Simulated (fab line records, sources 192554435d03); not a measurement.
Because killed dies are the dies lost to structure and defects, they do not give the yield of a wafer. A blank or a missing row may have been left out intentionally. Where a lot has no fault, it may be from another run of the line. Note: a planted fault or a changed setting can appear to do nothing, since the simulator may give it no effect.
The tool behind it: which one? -- flow n5_finfet -- Sampling: 8 lots, 24 wafers, 7 of 1938 route steps

WHAT EACH GAUGE READ, for each wafer
N5_BEOL_M4_RC_MEAS_101. Usual: DIBL_N 36.7 mV/V, standard deviation 2.4; DIBL_P 37.4 mV/V, standard deviation 2.9; IOFF_N 0.18 nA/um, standard deviation 0.05; IOFF_P 0.23 nA/um, standard deviation 0.058; ION_N 683 uA/um, standard deviation 16; ION_P 467 uA/um, standard deviation 11; SS_N 71.7 mV/dec, standard deviation 0.77; SS_P 73.5 mV/dec, standard deviation 0.87; VT_N 249 mV, standard deviation 4.3; VT_P -250 mV, standard deviation 4.4.
lot,measured,on,DIBL_N (mV/V),DIBL_P (mV/V),IOFF_N (nA/um),IOFF_P (nA/um),ION_N (uA/um),ION_P (uA/um),SS_N (mV/dec),SS_P (mV/dec),VT_N (mV),VT_P (mV),flag
L104,day 8 05:15,prober-01,40.3 39.0 38.0,40.8 38.0 38.5,0.21 0.17 0.17,0.26 0.21 0.23,705 685 665,477 461 456,72.5 72.2 71.6,74.6 73.5 73.4,248 250 250,-248 -254 -252,
L103,day 8 08:13,prober-02,35.9 35.8 38.7,34.4 36.3 38.9,0.14 0.16 0.21,0.17 0.21 0.25,669 697 704,455 481 479,71.1 71.3 71.7,72.3 73.1 74.3,254 247 247,-253 -251 -248,
L116,day 11 11:25,prober-02,40.2 36.4 40.9,40.8 36.5 42.7,0.23 0.16 0.29,0.29 0.22 0.33,690 691 711,473 476 480,73.1 71.3 72.8,74.3 72.9 74.5,243 247 238,-246 -249 -242,
L117,day 11 11:47,prober-01,35.1 35.5 36.0,35.5 35.2 37.2,0.17 0.16 0.18,0.21 0.20 0.22,667 662 672,459 451 461,71.8 71.6 72.4,73.4 72.3 73.4,250 251 250,-249 -251 -250,
L121,day 12 14:08,prober-01,40.3 40.3 35.6,42.7 41.8 37.4,0.30 0.27 0.19,0.37 0.34 0.24,702 679 703,484 466 483,73.1 73.4 71.7,74.9 76.0 72.8,240 245 245,-243 -246 -247,
L123,day 13 07:21,prober-01,35.4 38.2 33.6,36.6 38.8 34.3,0.16 0.25 0.14,0.17 0.22 0.14,683 703 693,459 463 455,71.9 72.9 71.1,72.5 73.6 72.7,251 242 249,-256 -252 -259,
L125,day 13 12:54,prober-02,36.6 37.9 37.5,38.0 38.7 39.5,0.18 0.18 0.22,0.20 0.21 0.24,698 673 697,473 456 466,71.7 71.9 72.2,73.0 73.6 73.6,247 249 243,-252 -252 -249,
L124,day 13 16:04,prober-02,37.8 34.3 33.2,37.7 34.0 33.0,0.18 0.11 0.10,0.20 0.15 0.14,684 670 668,457 468 462,71.9 71.0 70.1,74.1 72.7 72.2,248 254 257,-254 -258 -260,

N5_BEOL_M5_THK_MEAS_53: measures by xrf. Usual: for M5_THK the level is 61.3 nm and the standard deviation is 1.8.
lot,measured,on,M5_THK (nm),flag
L104,day 8 17:38,film_metro-01,57.6 61.4 58.8,
L103,day 8 20:37,film_metro-02,63.9 61.8 64.4,
L116,day 11 23:09,film_metro-01,307.3 309.7 307.7,OFF
L117,day 12 01:02,film_metro-02,300.6 310.0 302.9,OFF
L121,day 13 02:28,film_metro-02,61.6 63.2 59.0,
L123,day 13 17:49,film_metro-02,58.6 61.8 61.2,
L125,day 14 01:33,film_metro-02,57.4 56.8 61.7,
L124,day 14 02:29,film_metro-02,59.1 61.0 59.7,

N5_BEOL_M5_RS_MEAS_57: measurement is done with a four-point probe. Usual: for M5_RS the level is 0.395 ohm/sq and the standard deviation is 0.014.
lot,measured,on,M5_RS (ohm/sq),flag
L104,day 8 18:05,film_metro-01,0.424 0.391 0.412,
L103,day 8 20:52,film_metro-01,0.375 0.392 0.371,
L116,day 11 23:25,film_metro-02,0.053 0.053 0.053,OFF
L117,day 12 01:18,film_metro-01,0.055 0.053 0.054,OFF
L121,day 13 02:43,film_metro-01,0.385 0.376 0.412,
L123,day 13 18:05,film_metro-02,0.416 0.392 0.395,
L125,day 14 01:49,film_metro-02,0.424 0.428 0.389,
L124,day 14 02:45,film_metro-01,0.412 0.399 0.407,

N5_BEOL_M5_INSPECT_58: inspects for defects (darkfield). Usual: raw_defect_count at 67, with a standard deviation of 22.
lot,measured,on,raw_defect_count,flag
L104,day 8 18:07,defect_inspect-01,74 70 102,
L103,day 8 20:53,defect_inspect-01,65 92 50,
L116,day 11 23:26,defect_inspect-02,2032 2082 2098,OFF
L117,day 12 01:19,defect_inspect-01,2042 1860 2037,OFF
L121,day 13 02:44,defect_inspect-02,89 53 65,
L123,day 13 18:06,defect_inspect-02,64 58 62,
L125,day 14 01:51,defect_inspect-01,59 60 77,
L124,day 14 02:47,defect_inspect-01,73 79 65,

WHICH TOOL RAN EACH LOT (tool, then ch and the chambers of the sampled wafers, then the start)
lot,N5_BEOL_M5_ANNEAL_84,N5_BEOL_M5_CMP_52,N5_BEOL_M5_CO_CAP_78
L104,"pvd_sputter-03, day 8 14:37","cmp-01 ch 1,2,3, day 8 17:20","cvd_co-02 ch 0,1,2, day 8 17:54"
L103,"pvd_sputter-02, day 8 17:31","cmp-01 ch 1,2, day 8 20:19","cvd_co-01 ch 0,1,2, day 8 20:41"
L116,"pvd_sputter-02, day 11 20:16","cmp-01 ch 0,2,3, day 11 22:54","cvd_co-01 ch 0,2, day 11 23:14"
L117,"pvd_sputter-01, day 11 21:40","cmp-01 ch 0,1, day 12 00:47","cvd_co-02 ch 0,1, day 12 01:07"
L121,"pvd_sputter-01, day 12 23:06","cmp-01 ch 0,3, day 13 02:12","cvd_co-02 ch 0,2, day 13 02:32"
L123,"pvd_sputter-03, day 13 14:56","cmp-04 ch 1,3, day 13 17:31","cvd_co-02 ch 0,2, day 13 17:54"
L125,"pvd_sputter-01, day 13 22:40","cmp-01 ch 0,1,3, day 14 01:15","cvd_co-02 ch 0,2, day 14 01:37"
L124,"pvd_sputter-02, day 13 23:36","cmp-01 ch 0,1,2, day 14 02:14","cvd_co-02 ch 1,2, day 14 02:34"
- N5_BEOL_M5_ANNEAL_84: time 1800 s.
- N5_BEOL_M5_CMP_52: polishes, stops on SiCOH lowk, t overpolish 6.9 s, target thk 62 nm.
- N5_BEOL_M5_CO_CAP_78: material Co, precursor CCTBA/H2, target thk 2 nm, time 102.1 s.

WHAT THE TOOLS THEMSELVES READ (means of the sampled wafers that have a number; where no wafer has one, the mark that the record gives instead)
N5_BEOL_M5_ANNEAL_84. Usual: heater_power_w at 816 W, with a standard deviation of 110.
lot,tool,heater_power_w (W),flag
L104,pvd_sputter-03,891,
L103,pvd_sputter-02,701,
L116,pvd_sputter-02,715,
L117,pvd_sputter-01,834,
L121,pvd_sputter-01,793,
L123,pvd_sputter-03,893,
L125,pvd_sputter-01,790,
L124,pvd_sputter-02,843,

N5_BEOL_M5_CMP_52. Usual: barrier_field_endpoint_s 24.4 s, standard deviation 0.69; clearing_platen_down_force_psi 1.4997 psi, standard deviation 0.003; clearing_platen_rpm 50.000 rpm, standard deviation 0.025; motor_current_A 6.2 A, standard deviation 0.71; overpolish_run_s 6.900 s, standard deviation 0.0091; slurry_flow_ml_min 150.0, standard deviation 0.45; time_to_endpoint_s 62 s, standard deviation 3.5.
lot,tool,barrier_field_endpoint_s (s),clearing_platen_down_force_psi (psi),clearing_platen_rpm (rpm),motor_current_A (A),overpolish_run_s (s),slurry_flow_ml_min,time_to_endpoint_s (s),flag
L104,cmp-01,24.2,1.4976,50.006,5.8,6.901,149.8,64,
L103,cmp-01,24.1,1.4968,50.009,5.7,6.896,150.0,60,
L116,cmp-01,-,-,-,-,-,-,-,OFF
L117,cmp-01,-,-,-,-,-,-,-,OFF
L121,cmp-01,24.6,1.4992,50.005,6.3,6.898,150.6,61,
L123,cmp-04,25.6,1.5016,49.978,7.2,6.900,149.9,64,
L125,cmp-01,24.2,1.4973,50.026,5.7,6.903,150.0,61,
L124,cmp-01,25.4,1.5025,50.015,6.1,6.900,150.0,65,

N5_BEOL_M5_CO_CAP_78. Usual: heater_power_w at 231 W, with a standard deviation of 17.
lot,tool,heater_power_w (W),flag
L104,cvd_co-02,235,
L103,cvd_co-01,223,
L116,cvd_co-01,213,
L117,cvd_co-02,229,
L121,cvd_co-02,248,
L123,cvd_co-02,245,
L125,cvd_co-02,244,
L124,cvd_co-02,232,

THE ANSWER, worked out from the rows above alone
Rule: a lot is off if the mean of its wafers that have a number lies more than 3 standard deviations from the usual mean. A lot without any number at a reading at which 4 lots or more have one is off too. Any other lot the step has rows for is counted as sound. Order of review: gauges by route order, followed by the tools' own readings, for which a lot's mean as printed above is used. The first step at which some lot is off is used, and at that step the reading that is off furthest; a lot without a number counts as furthest.
Off: L116, L117, at N5_BEOL_M5_THK_MEAS_53 (M5_THK).
A tool fits if, at a process step before that reading, it ran every lot that is off, and no sound lot after the first of them. Not tried: the gauges at N5_BEOL_M5_THK_MEAS_53; whatever is off there is also off at N5_BEOL_M5_INSPECT_58, on other tools, and gauge error can't account for it. None of those tried fits.

WHAT THE SIMULATOR HAD INSERTED
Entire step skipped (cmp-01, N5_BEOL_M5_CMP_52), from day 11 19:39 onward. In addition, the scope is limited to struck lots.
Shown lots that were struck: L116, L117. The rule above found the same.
